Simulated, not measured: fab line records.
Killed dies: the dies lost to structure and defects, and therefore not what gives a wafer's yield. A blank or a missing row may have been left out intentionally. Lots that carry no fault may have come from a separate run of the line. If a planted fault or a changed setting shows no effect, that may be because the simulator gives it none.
Matching of chambers    flow n5_finfet    4 sister chambers for N5_HKMG_FIN_ETCH_35 on rie_diel-01
The step etches SOC in N2/H2, target depth 215.8 nm, time 243.4 s. 4 wafers are shown with their chamber, then 7 later ones without.

## WAFERS WITH THEIR CHAMBER
wafer   chamber  showerhead_plenum_p_Torr (Torr)
L418.5  3        2.55
L424.1  0        2.69
L427.2  2        2.47
L427.4  1        2.57

## WAFERS WITH NO CHAMBER GIVEN
wafer   showerhead_plenum_p_Torr (Torr)
L427.5  2.47
L430.1  2.57
L430.2  2.47
L430.5  2.47
L432.1  2.68
L432.4  2.54
L432.5  2.57

## THE CHAMBER EACH PASSED THROUGH
wafer   from the rows above  in truth
L427.5  2                    2
L430.1  1                    1
L430.2  2                    2
L430.5  2                    2
L432.1  0                    0
L432.4  3                    3
L432.5  1                    1
7 of 7 placed correctly. Left unplaced by these rows: 0. Wrongly placed: 0.
How it was worked out, from the rows above alone: a wafer's distance from a chamber is the root of the sum, over the readings, of the square of ((its reading less the chamber's mean) divided by the reading's scatter). The wafer belongs to the nearest chamber; if the next one is less than 2 further off, it can't be placed. The mean given for a chamber averages the wafers shown for that chamber. The scatter: root of mean squared gap, hidden wafer to nearest shown wafer, with one shown wafer a chamber.
